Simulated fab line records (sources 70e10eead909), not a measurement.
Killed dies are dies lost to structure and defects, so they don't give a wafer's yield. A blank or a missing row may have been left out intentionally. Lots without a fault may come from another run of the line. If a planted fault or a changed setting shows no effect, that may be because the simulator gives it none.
Chamber matching | flow nand harc | 4 sister chambers for NHARC_P_M2_DESCUM_14 on rie diel-09
The step chemistry O2, time 3 s. 8 wafers are shown with their chamber, then 10 later ones without.

## WAFERS WITH THEIR CHAMBER
wafer  | chamber | drypump motor current A (A) | oes product au (a.u.)
L086.5 | 1       | 5.8                         | 0.996
L089.6 | 3       | 6.4                         | 1.000
L088.4 | 3       | 6.5                         | 0.995
L090.1 | 2       | 5.2                         | 1.011
L090.4 | 0       | 6.4                         | 1.008
L090.5 | 1       | 5.8                         | 1.000
L091.1 | 0       | 6.4                         | 1.006
L091.4 | 2       | 5.1                         | 1.010

## WAFERS WITHOUT THEIR CHAMBER
wafer  | drypump motor current A (A) | oes product au (a.u.)
L091.6 | 5.1                         | 1.010
L093.1 | 5.8                         | 0.991
L093.5 | 6.4                         | 1.010
L093.6 | 6.4                         | 1.015
L092.4 | 6.5                         | 0.995
L092.5 | 5.2                         | 0.991
L092.6 | 6.5                         | 1.008
L095.1 | 5.2                         | 0.997
L095.2 | 5.8                         | 0.992
L095.4 | 6.5                         | 0.985

## THE CHAMBER EACH PASSED THROUGH
wafer  | from the rows above | in truth
L091.6 | 2                   | 2
L093.1 | 1                   | 1
L093.5 | 0                   | 0
L093.6 | 0                   | 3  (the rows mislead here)
L092.4 | 3                   | 3
L092.5 | 2                   | 2
L092.6 | 0                   | 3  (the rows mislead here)
L095.1 | 2                   | 2
L095.2 | 1                   | 1
L095.4 | 3                   | 3
8 of 10 placed correctly. Left unplaced by these rows: 0. 2 placed wrongly.
How it was worked out, from the rows above alone: a wafer's distance from a chamber is the root of the sum, over the readings, of the square of ((its reading less the chamber's mean) divided by the reading's scatter). If the next closest chamber is less than 2 further off than the closest, the wafer can't be placed; otherwise it belongs to the closest. Each chamber's mean is taken over the wafers shown for it. The scatter is the square root of a quotient: the sum, over the shown wafers, of each reading's squared deviation from its chamber's mean, divided by wafers minus chambers.
